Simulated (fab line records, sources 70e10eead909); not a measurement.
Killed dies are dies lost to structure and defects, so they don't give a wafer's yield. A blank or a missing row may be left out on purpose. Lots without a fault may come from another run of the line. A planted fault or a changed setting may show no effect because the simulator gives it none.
Which tool did it? | flow nand_harc | 12 lots, 36 wafers sampled, at 6 steps of a route of 1159

WHAT THE GAUGES READ, wafer by wafer
NHARC_A_STAIRCASE_INSPECT_155.
lot  | measured     | on                | raw_defect_count
L323 | day 13 02:58 | defect_inspect-02 | 434 472 658
L325 | day 14 07:19 | defect_inspect-01 | 380 250 545
L324 | day 14 07:32 | defect_inspect-01 | 268 450 204
L326 | day 14 07:43 | defect_inspect-02 | 637 672 386
L327 | day 14 20:03 | defect_inspect-01 | 214 218 171
L328 | day 14 20:23 | defect_inspect-01 | 308 258 500
L332 | day 16 09:50 | defect_inspect-01 | 308 252 258
L338 | day 17 16:58 | defect_inspect-01 | 424 285 320
L342 | day 18 22:25 | defect_inspect-02 | 476 270 398
L343 | day 18 23:55 | defect_inspect-02 | 278 312 365
L346 | day 19 11:04 | defect_inspect-01 | 237 174 195
L345 | day 19 19:53 | defect_inspect-02 | 296 492 433

NHARC_A_SGD_CUT_CD_MEAS_09: target cd 100 nm.
lot  | measured     | on        | cd_nm (nm)
L323 | day 13 03:44 | cd_sem-03 | 101.0 99.6 99.7
L325 | day 14 08:07 | cd_sem-02 | 99.6 99.4 99.7
L324 | day 14 08:31 | cd_sem-02 | 99.7 100.1 100.2
L326 | day 14 08:41 | cd_sem-02 | 101.0 100.5 99.8
L327 | day 14 20:52 | cd_sem-01 | 99.8 98.8 99.5
L328 | day 14 21:12 | cd_sem-03 | 99.6 99.4 100.1
L332 | day 16 10:30 | cd_sem-03 | 101.6 100.0 99.4
L338 | day 17 17:46 | cd_sem-01 | 100.3 99.2 99.2
L342 | day 18 23:12 | cd_sem-02 | 112.0 111.7 111.9
L343 | day 19 00:34 | cd_sem-03 | 108.4 107.0 108.0
L346 | day 19 12:04 | cd_sem-02 | 100.1 99.5 101.8
L345 | day 19 20:41 | cd_sem-02 | 99.9 100.3 101.0

NHARC_END_SORT_01.
lot  | measured     | on        | killed_at_array | killed_at_other | killed_at_periphery | killed_dies | killed_open | killed_short
L332 | day 22 12:01 | prober-02 | 40 35 32        | 0 0 0           | 3 4 2               | 43 39 34    | 8 4 2       | 1 1 3

WHICH TOOL RAN EACH LOT (tool, then ch and the chambers of the sampled wafers, then the start)
lot  | NHARC_A_STAIRCASE_CMP_472     | NHARC_A_SGD_CUT_EXPOSE_06          | NHARC_A_SGD_CUT_ETCH_59
L323 | cmp-03 ch 0,1,2, day 13 02:38 | arfi_scanner-03 ch 0, day 13 03:36 | rie_diel-03 ch 1,3, no start
L325 | cmp-03 ch 1,2, day 14 06:58   | arfi_scanner-02 ch 0, day 14 07:59 | rie_diel-03 ch 1,2,3, no start
L324 | cmp-02 ch 0,1,2, day 14 07:13 | arfi_scanner-01 ch 0, day 14 08:23 | rie_diel-08 ch 0,2, no start
L326 | cmp-03 ch 0,1,3, day 14 07:26 | arfi_scanner-02 ch 0, day 14 08:32 | rie_diel-02 ch 0,1,2, no start
L327 | cmp-02 ch 1,2,3, day 14 19:44 | arfi_scanner-01 ch 0, day 14 20:43 | rie_diel-08 ch 0,2, no start
L328 | cmp-02 ch 1,2,3, day 14 20:03 | arfi_scanner-03 ch 0, day 14 21:03 | rie_diel-03 ch 1,2,3, no start
L332 | cmp-04 ch 0,1, day 16 09:30   | arfi_scanner-03 ch 0, day 16 10:22 | rie_diel-03 ch 2,3, day 22 12:01 or earlier
L338 | cmp-03 ch 0,3, day 17 16:39   | arfi_scanner-03 ch 0, day 17 17:37 | rie_diel-02 ch 2,3, no start
L342 | cmp-03 ch 0,1,2, day 18 22:09 | arfi_scanner-01 ch 0, day 18 23:04 | rie_diel-02 ch 0,1, no start
L343 | cmp-04 ch 0,1,3, day 18 23:35 | arfi_scanner-01 ch 0, day 19 00:26 | rie_diel-02 ch 0,1,3, no start
L346 | cmp-02 ch 0,1,3, day 19 10:44 | arfi_scanner-03 ch 0, day 19 11:55 | rie_diel-03 ch 2,3, no start
L345 | cmp-04 ch 0,2,3, day 19 19:37 | arfi_scanner-03 ch 0, day 19 20:33 | rie_diel-03 ch 0,1, no start
- NHARC_A_STAIRCASE_CMP_472: polishes SiO2.
- NHARC_A_SGD_CUT_EXPOSE_06: exposes mask SGD.
- NHARC_A_SGD_CUT_ETCH_59: etches the open film in N2/H2, target depth 260 nm, time 406.25 s.

WHAT THE TOOLS THEMSELVES READ (means of the sampled wafers that have a number; where no wafer has one, the mark that the record gives instead)
NHARC_A_STAIRCASE_CMP_472.
lot  | tool   | motor_current_A (A) | slurry_flow_ml_min
L323 | cmp-03 | 11.4                | 150.4
L325 | cmp-03 | 11.7                | 149.6
L324 | cmp-02 | 12.6                | 149.7
L326 | cmp-03 | 11.7                | 150.0
L327 | cmp-02 | 11.9                | 150.0
L328 | cmp-02 | 11.6                | 149.9
L332 | cmp-04 | 13.2                | 150.6
L338 | cmp-03 | 11.1                | 150.2
L342 | cmp-03 | 11.4                | 150.1
L343 | cmp-04 | 13.3                | 149.9
L346 | cmp-02 | 12.3                | 149.9
L345 | cmp-04 | 13.2                | 150.6

NHARC_A_SGD_CUT_EXPOSE_06.
lot  | tool            | exposure_dose_mJ_cm2 | reticle_temp_C (C)
L323 | arfi_scanner-03 | 85.62                | 23.08
L325 | arfi_scanner-02 | 85.59                | 23.12
L324 | arfi_scanner-01 | 85.59                | 22.98
L326 | arfi_scanner-02 | 85.71                | 22.95
L327 | arfi_scanner-01 | 85.61                | 23.09
L328 | arfi_scanner-03 | 85.53                | 23.03
L332 | arfi_scanner-03 | 85.46                | 23.12
L338 | arfi_scanner-03 | 85.50                | 22.88
L342 | arfi_scanner-01 | 99.92                | 22.83
L343 | arfi_scanner-01 | 94.71                | 23.04
L346 | arfi_scanner-03 | 85.52                | 23.07
L345 | arfi_scanner-03 | 85.62                | 23.06

NHARC_A_SGD_CUT_ETCH_59.
lot  | tool        | drypump_motor_current_A (A) | oes_product_au (a.u.) | rf_vpp_V (V) | showerhead_plenum_p_Torr (Torr) | throttle_valve_pct (%)
L323 | rie_diel-03 | 5.2                         | 0.998                 | 430.0        | 2.00                            | 14.174
L325 | rie_diel-03 | 5.5                         | 1.012                 | 427.7        | 1.96                            | 14.173
L324 | rie_diel-08 | 6.0                         | 0.992                 | 431.3        | 2.07                            | 14.164
L326 | rie_diel-02 | 5.6                         | 1.007                 | 431.8        | 2.11                            | 14.164
L327 | rie_diel-08 | 5.6                         | 0.998                 | 428.9        | 1.99                            | 14.164
L328 | rie_diel-03 | 5.5                         | 1.008                 | 428.1        | 1.96                            | 14.174
L332 | rie_diel-03 | 5.2                         | 1.002                 | 430.6        | 2.01                            | 14.159
L338 | rie_diel-02 | 5.3                         | 1.001                 | 433.6        | 2.14                            | 14.169
L342 | rie_diel-02 | 5.6                         | 1.002                 | 432.5        | 2.08                            | 14.169
L343 | rie_diel-02 | 5.4                         | 1.010                 | 432.1        | 2.10                            | 14.164
L346 | rie_diel-03 | 5.5                         | 1.011                 | 428.9        | 1.97                            | 14.178
L345 | rie_diel-03 | 6.0                         | 0.996                 | 427.6        | 1.95                            | 14.171

THE ANSWER, worked out from the rows above alone
Rule: what is usual is taken from the lots themselves. Put in order of their means at a reading, lots are off if they are a third of the lots or fewer, leave a main group of 4 or more, and stand apart from it by a gap of 3 or more times the standard deviation of the main group's means; of several such gaps the widest counts. A main group whose means are all the same, to the digits that the tables above print for the reading, isn't used. A lot without any number at a reading at which 4 lots or more have one is off too. The other lots that the step has rows for count as sound. The gauges are gone through in route order, then the tools' own readings, and for those a lot's mean is taken as printed above. The first step at which some lot is off is used, and at that step the reading that is off furthest; a lot without a number counts as furthest.
Off: L342, L343, at NHARC_A_SGD_CUT_CD_MEAS_09 (cd_nm). The main group: mean 100.0 nm, standard deviation 0.39.
A tool fits if, at a process step before that reading, it ran every lot that is off, and no sound lot after the first of them. The gauges at NHARC_A_SGD_CUT_CD_MEAS_09 aren't tried: what is off there is off at NHARC_A_SGD_CUT_EXPOSE_06 too, on other tools, and a gauge's error can't cause that. One fits: arfi_scanner-01 at NHARC_A_SGD_CUT_EXPOSE_06. Its last sound lot is L327 (day 14 20:43), its first lot that is off L342 (day 18 23:04): a fault that began between those two fits.
The tool's own readings at NHARC_A_SGD_CUT_EXPOSE_06 bear it out: on the lots that are off they differ by more than 5 times the standard deviation of the sound lots' means. exposure_dose_mJ_cm2 reads 97.31 there against 85.58 on the sound lots.

WHAT THE SIMULATOR HAD PUT IN
Process parameter drift: arfi_scanner-01, from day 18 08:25 on, at NHARC_A_SGD_CUT_EXPOSE_06. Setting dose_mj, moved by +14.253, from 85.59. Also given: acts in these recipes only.
Lots struck among those shown: L342, L343. The rule above found the same.
